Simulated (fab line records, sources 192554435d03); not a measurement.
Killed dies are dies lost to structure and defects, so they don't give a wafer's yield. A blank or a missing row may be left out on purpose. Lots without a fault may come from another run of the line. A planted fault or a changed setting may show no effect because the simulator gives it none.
Chamber matching | flow n5_finfet | N5_BEOL_M4_VIA_ETCH_34 on rie_diel-03: 4 sister chambers
The step etches the open film in C4F6/O2, target depth 69.4 nm, time 65.9 s. 14 wafers are shown with their chamber, then 7 later ones without.

WAFERS WITH THEIR CHAMBER
wafer  | chamber | showerhead_plenum_p_Torr (Torr) | rf_vpp_V (V) | throttle_valve_pct (%)
L822.1 | 0       | 2.60                            | 680          | 30.76
L822.2 | 2       | 2.86                            | 658          | 31.02
L822.4 | 1       | 2.90                            | 652          | 30.46
L834.1 | 3       | 2.92                            | 678          | 30.64
L834.2 | 0       | 2.59                            | 678          | 30.80
L834.4 | 1       | 2.89                            | 653          | 30.48
L838.1 | 2       | 2.85                            | 661          | 31.04
L838.2 | 0       | 2.59                            | 679          | 30.78
L838.3 | 1       | 2.89                            | 652          | 30.51
L840.2 | 3       | 2.91                            | 679          | 30.67
L840.3 | 2       | 2.85                            | 661          | 31.03
L840.4 | 0       | 2.59                            | 679          | 30.80
L836.1 | 3       | 2.91                            | 678          | 30.66
L836.4 | 2       | 2.84                            | 660          | 31.06

SIGNATURES (means of the wafers above)
reading                  | chamber 0 | chamber 1 | chamber 2 | chamber 3 | scatter within a chamber
showerhead_plenum_p_Torr | 2.5925    | 2.8933    | 2.8500    | 2.9133    | 0.00639
rf_vpp_V                 | 679.00    | 652.33    | 660.00    | 678.33    | 0.966
throttle_valve_pct       | 30.7850   | 30.4833   | 31.0375   | 30.6567   | 0.0193
Rule: a wafer's distance from a chamber is the root of the sum, over the readings, of the square of ((its reading less the chamber's mean) divided by the reading's scatter). The wafer belongs to the nearest chamber; if the next one is less than 2 further off, it can't be placed. The scatter: the root of (the sum of the squares of (reading less its chamber's mean) over the shown wafers, divided by (wafers less chambers)).

WAFERS WITHOUT THEIR CHAMBER
wafer  | showerhead_plenum_p_Torr (Torr) | rf_vpp_V (V) | throttle_valve_pct (%)
L836.6 | 2.89                            | 653          | 30.50
L841.1 | 2.91                            | 679          | 30.68
L841.4 | 2.58                            | 678          | 30.80
L841.5 | 2.91                            | 677          | 30.67
L843.3 | 2.91                            | 678          | 30.68
L843.4 | 2.88                            | 649          | 30.51
L843.5 | 2.88                            | 652          | 30.50

WHICH CHAMBER EACH WENT THROUGH
wafer  | from the rows above | in truth
L836.6 | 1                   | 1
L841.1 | 3                   | 3
L841.4 | 0                   | 0
L841.5 | 3                   | 3
L843.3 | 3                   | 3
L843.4 | 1                   | 1
L843.5 | 1                   | 1
Placed correctly: 7 of 7. Can't be placed from these rows: 0. Placed wrongly: 0.
